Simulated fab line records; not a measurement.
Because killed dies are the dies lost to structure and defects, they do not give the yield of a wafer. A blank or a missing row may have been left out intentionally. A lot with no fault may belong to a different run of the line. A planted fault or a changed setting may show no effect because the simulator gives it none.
8D (eight disciplines) problem report, filled in by code || flow nand_harc || the parts of the form that need people (team, actions taken, sign-off) are left out

1. THE ISSUE
Wafers without a fault read 79.8 nm, standard deviation 0.99; cd_nm at NHARC_A_M0_CD_MEAS_09 reads a mean of 71.8 nm on 6 wafers belonging to 2 lots. Measured from the usual mean, that is -8.1 standard deviations.
The step: target cd 80 nm.
Earliest sighting: wafer L475.1 on cd_sem-01 at day 28 19:46. At this step, 36 wafers from 12 lots have a number in the record. Rule for "out" (also "out of limits"): further than 4 standard deviations from the usual mean. The rest of the wafers with a number are treated as sound.

2. WHAT THIS IS AND IS NOT
{"question": "which readings at this step", "is": "cd_nm", "is not": "-"}
{"question": "which lots", "is": "L474, L475", "is not": "L462, L463, L477, L478, L479, L480, L481, L483, L484, L485"}
{"question": "which wafers of those lots", "is": "all that have a number", "is not": "-"}
{"question": "read on which gauges", "is": "cd_sem-01, cd_sem-02", "is not": "cd_sem-03"}
{"question": "when", "is": "from day 28 19:46", "is not": "up to then (6 sound wafers); but 24 sound wafers of L477, L478, L479, L480, L481, L483, L484, L485 came after"}

3. SUSPECTS, AND WHAT RULES EACH OUT
Counting: any tool at a process step up to the reading is kept as a suspect provided that every lot that is out went through it and no sound lot did after the first of them.
- the gauge at NHARC_A_M0_CD_MEAS_09: ruled out. The wafers that are out were read on 2 gauges (cd_sem-01, cd_sem-02).
- litho_track-01 at NHARC_A_M0_PEB_07 (peb time 65 s): ruled out as a lasting fault. Sound lots L483 ran on it after its first lot that is out, L475 (day 28 19:41).
Left after counting: nothing in the record.

4. THE CAUSE (what the simulator had put in)
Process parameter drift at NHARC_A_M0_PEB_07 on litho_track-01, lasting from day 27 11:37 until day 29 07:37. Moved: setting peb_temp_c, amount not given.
Counting ruled it out, wrongly: the rule takes a fault to strike every lot that its tool runs from its start on, and this one did not.

5. SEQUENCE OF EFFECTS, ordered by route
Each row: a reading whose mean over the struck wafers that have a number lies more than 3 standard deviations from the usual. Readings are gone through only where the record gives a usual standard deviation; hours: the median, over the lots, of the time from a lot's start at the first step in this table giving one to that lot's start at this step; sigmas: the change measured in usual standard deviations.
{"hours": 0, "step": "NHARC_A_M0_PEB_07", "reading": "heater_power_total_W", "usual": "156.6 W", "on struck wafers": 152.5, "change": -4.1, "sigmas": -9.3}
{"hours": 0, "step": "NHARC_A_M0_PEB_07", "reading": "plate_temp_C", "usual": "100.01 C", "on struck wafers": 98.14, "change": -1.88, "sigmas": -14}
{"hours": 0, "step": "NHARC_A_M0_CD_MEAS_09", "reading": "cd_nm", "usual": "79.8 nm", "on struck wafers": 71.8, "change": -8.0, "sigmas": -8.1}
The process steps in it:
- NHARC_A_M0_PEB_07: peb time 65 s.
At these later measuring or inspecting steps, every struck wafer for which the step has a row has a number for every such reading, and none has moved that far: NHARC_END_SORT_01.

6. HOW IT WOULD HAVE BEEN CAUGHT EARLIER
Counted from the fault's start at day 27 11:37, it took 32 hours until the first out-of-limits reading at a measuring or inspecting step in this record, taken at day 28 19:46.
At NHARC_A_M0_PEB_07, the tool's own readings (heater_power_total_W, plate_temp_C) were out on each struck wafer the step has a row for, so an alarm limit on them would have fired on the first such wafer.
